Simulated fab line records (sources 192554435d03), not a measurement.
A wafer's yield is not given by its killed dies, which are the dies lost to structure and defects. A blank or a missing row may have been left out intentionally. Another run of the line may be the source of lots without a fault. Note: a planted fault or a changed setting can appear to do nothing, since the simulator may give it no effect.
Struck lot and sound lot, side by side + flow n5-finfet + 39 out of 1938 route steps
Sound: the wafers L575.2, L575.4, L575.6. Struck: wafer L576.5 (left out: L576.4, a lot-mate that was not struck); the cause follows at the end.
Per side, at each step with rows, come the tool, then ch with its chambers, and then its first start. Under that, the readings that differ: sound wafers + struck wafers + difference of the means + sigmas: that difference in standard deviations of wafers without a fault.
alike: readings with means less than 2 such deviations apart, plus words and numbers identical on both sides. not compared: withheld readings, readings lacking a value on some wafer, bounds such as >300 that could conceal the same value, and numbers that have no deviation in the record and whose values overlap.
Wherever a step has rows on one side only, a row that says differs or no value, or a row with sigmas, the two part there. When numbers do not overlap yet have no deviation, they are printed without sigmas and do not part them. A reading that every wafer of one side lacks parts them only if that side has two wafers or more.

first, 10 steps without rows for these wafers: N5_MOL_CONTACT_COAG_DESCUM_88 (chemistry O2, time 7 s); N5_MOL_CONTACT_COAG_ETCH_89 (etches underlayer in N2/H2, target depth 13 nm, time 10.4 s); N5_MOL_CONTACT_COAG_ETCH_90 (etches SiARC in CF4, target depth 13 nm, time 21.7 s); N5_MOL_CONTACT_COAG_ALD_131 (deposits SiO2, target thk 5 nm, pulse time 1 s, co reactant pulse time 1 s); N5_MOL_CONTACT_COAG_ETCHBACK_132 (etches SiO2 in CHF3, target depth 10 nm, time 6.7 s); N5_MOL_CONTACT_COAG_ETCH_91 (etches SOC in N2/H2, target depth 60 nm, overetch 21 nm, time 101.2 s); N5_MOL_CONTACT_COAG_STRIP_92 (strips in N2/H2); N5_MOL_CONTACT_COAG_STRIP_93 (strips in N2/H2); N5_MOL_CONTACT_COAG_ETCHBACK_135 (etches SiO2 in CHF3, target depth 25 nm, time 16.7 s); N5_MOL_CONTACT_COAG_STRIP_118 (strips in CHF3).
N5_MOL_CONTACT_COAG_VIA_ETCH_46: etches SiO2 in C4F6/O2, target depth 46 nm, overetch 9.2 nm, time 40 s.
  sound on rie-diel-04 ch 0,2, day 5 19:43; struck on rie-diel-04 ch 0, day 6 08:16
| reading                                           | sound          | struck | difference | sigmas |
|---------------------------------------------------|----------------|--------|------------|--------|
| oes-product-au (a.u.)                             | 0.77 0.78 0.63 | 0.57   | -0.16      | -2     |
| model.etch.depth-nm (nm)                          | 46 46.58 46.7  | 40.02  | -6.41      |        |
| model.SOC_of_MOL_CONTACT_COAG_COAT_75.thk-nm (nm) | 50.6 50.6 50.8 | 52.4   | +1.7       |        |
  alike: bias-w, drypump-motor-current-A, rf-vpp-V, showerhead-plenum-p-Torr, throttle-valve-pct
  not compared: rf-hours-counter-h
then, 1 step without rows for these wafers: N5_MOL_CONTACT_COAG_STRIP_96 (strips in N2/H2).
N5_MOL_CONTACT_COAG_ETCH_47: etches SiNx in CH3F/O2, stops on W, target depth 27 nm.
  sound on rie-diel-04 ch 0,2, day 5 19:49; struck on rie-diel-04 ch 0, day 6 08:22
| reading                    | sound             | struck | difference | sigmas |
|----------------------------|-------------------|--------|------------|--------|
| etch-rf-on-time-s (s)      | 30.4 30.2 31.1    | 50.8   | +20.2      | +41    |
| oes-product-au (a.u.)      | 0.78 0.77 0.62    | 0.27   | -0.45      | -6     |
| model.etch.over-etch-s (s) | 5.069 5.034 5.186 | 0      | -5         |        |
  alike: bias-w, drypump-motor-current-A, rf-vpp-V, showerhead-plenum-p-Torr, throttle-valve-pct
  not compared: rf-hours-counter-h
then, 23 steps without rows for these wafers: N5_MOL_CONTACT_COAG_STRIP_119 (strips in N2/H2, time 30 s); N5_MOL_CONTACT_COAG_PRECLEAN_144 (cleans in alkaline clean, time 60 s); N5_MOL_CONTACT_COAG_SRD_145 (time 30 s); N5_MOL_CONTACT_COAG_COAT_62 (time 60 s, resist thk 60 nm); N5_MOL_CONTACT_COAG_COAT_63 (time 60 s, resist thk 10 nm); N5_MOL_CONTACT_COAG_COAT_64 (time 60 s, resist thk 10 nm); N5_MOL_CONTACT_COAG_COAT_34 (resist thk 40 nm); N5_MOL_CONTACT_COAG_EBR_36; N5_MOL_CONTACT_COAG_SOFTBAKE_35 (time 60 s); N5_MOL_CONTACT_COAG_EXPOSE_37 (exposes mask VD, defocus 0 nm); N5_MOL_CONTACT_COAG_PEB_38 (peb time 60 s); N5_MOL_CONTACT_COAG_DEVELOP_39 (develop time 30 s); N5_MOL_CONTACT_COAG_DESCUM_45 (chemistry O2, time 7 s); N5_MOL_CONTACT_COAG_ETCH_65 (etches underlayer in N2/H2, target depth 13 nm, time 10.4 s); N5_MOL_CONTACT_COAG_ETCH_66 (etches SiARC in CF4, target depth 13 nm, time 21.7 s); N5_MOL_CONTACT_COAG_ALD_133 (deposits SiO2, target thk 5 nm, pulse time 1 s, co reactant pulse time 1 s); N5_MOL_CONTACT_COAG_ETCHBACK_134 (etches SiO2 in CHF3, target depth 10 nm, time 6.7 s); N5_MOL_CONTACT_COAG_ETCH_67 (etches SOC in N2/H2, target depth 60 nm, overetch 21 nm, time 101.2 s); N5_MOL_CONTACT_COAG_STRIP_68 (strips in N2/H2); N5_MOL_CONTACT_COAG_STRIP_69 (strips in N2/H2); N5_MOL_CONTACT_COAG_ETCHBACK_136 (etches SiO2 in CHF3, target depth 25 nm, time 16.7 s); N5_MOL_CONTACT_COAG_STRIP_120 (strips in CHF3); N5_MOL_CONTACT_COAG_VIA_ETCH_117 (etches SiO2 in C4F6/O2, target depth 40 nm, overetch 8 nm, time 26 s).
N5_MOL_CONTACT_COAG_ETCH_124: etches SiNx in CH3F/O2, stops on SiOC, target depth 6.5 nm.
  sound on rie-diel-04 ch 0,3, day 5 21:51; struck on rie-diel-06 ch 3, day 6 10:00
| reading                     | sound          | struck | difference | sigmas |
|-----------------------------|----------------|--------|------------|--------|
| drypump-motor-current-A (A) | 6.5 6.5 6.0    | 4.9    | -1.4       | -2     |
| oes-product-au (a.u.)       | 0.59 0.60 0.75 | 0.31   | -0.34      | -6     |
  alike: bias-w, rf-vpp-V, showerhead-plenum-p-Torr, throttle-valve-pct
  not compared: rf-hours-counter-h
N5_BEOL_M4_RC_MEAS_101:
  the record has rows for the sound wafers here (prober-02 ch 0, day 8 05:14) and none for the struck ones
-- a jump in the record: the struck wafers' starts before and after are 7 days apart (it breaks off in module BEOL_M4 and resumes in module PASSIVATION, where the first step shown is number 1936 of the route) --
N5_PASSIVATION_PROBE_49:
  record: rows for the struck wafers here (prober-01, day 13 10:41), none for the sound ones

WHERE THEY PART
Earliest at N5_MOL_CONTACT_COAG_VIA_ETCH_46; latest, in this record, at N5_PASSIVATION_PROBE_49.

WHY: whatever the simulator had introduced
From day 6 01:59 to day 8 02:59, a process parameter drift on rie-diel-04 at N5_MOL_CONTACT_COAG_VIA_ETCH_46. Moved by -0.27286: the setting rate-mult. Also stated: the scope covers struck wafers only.
